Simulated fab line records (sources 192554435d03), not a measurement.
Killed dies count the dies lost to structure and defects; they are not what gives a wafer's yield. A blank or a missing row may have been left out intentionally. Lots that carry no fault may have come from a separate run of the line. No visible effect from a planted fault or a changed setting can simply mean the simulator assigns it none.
Matching of chambers ; flow n5Finfet ; pecvd-01 running N5_GATE_CUT_HM_DEP_46: 3 sister chambers
The step deposits SiO2 from TEOS/O2, target thk 130 nm, time 26.6 s. 6 wafers are shown with their chamber, then 9 later ones without.

WAFERS WITH THEIR CHAMBER
wafer;chamber;throttleValvePct (%);heaterPowerW (W)
L075.6;0;18.4;722
L076.5;0;18.3;733
L084.5;2;16.9;409
L086.1;2;17.1;425
L086.2;1;20.7;460
L086.4;1;20.8;489

WAFERS WHOSE CHAMBER IS MISSING
wafer;throttleValvePct (%);heaterPowerW (W)
L088.1;18.4;692
L088.2;20.4;557
L088.4;20.5;576
L089.1;20.3;491
L089.4;18.2;685
L089.6;20.8;500
L091.1;20.5;555
L091.3;17.1;466
L091.4;18.5;733

WHICH CHAMBER EACH WENT THROUGH
wafer;from the rows above;in truth
L088.1;0;0
L088.2;1;1
L088.4;1;1
L089.1;1;1
L089.4;0;0
L089.6;1;1
L091.1;1;1
L091.3;2;2
L091.4;0;0
Correct placement for 9 of the 9. Left unplaced by these rows: 0. 0 placed wrongly.
How it was worked out, from the rows above alone: a wafer's distance from a chamber is the root of the sum, over the readings, of the square of ((its reading less the chamber's mean) divided by the reading's scatter). The wafer belongs to the nearest chamber; if the next one is less than 2 further off, it can't be placed. Each chamber's mean is taken over the wafers shown for it. The scatter is the square root of a quotient: the sum, over the shown wafers, of each reading's squared deviation from its chamber's mean, divided by wafers minus chambers.
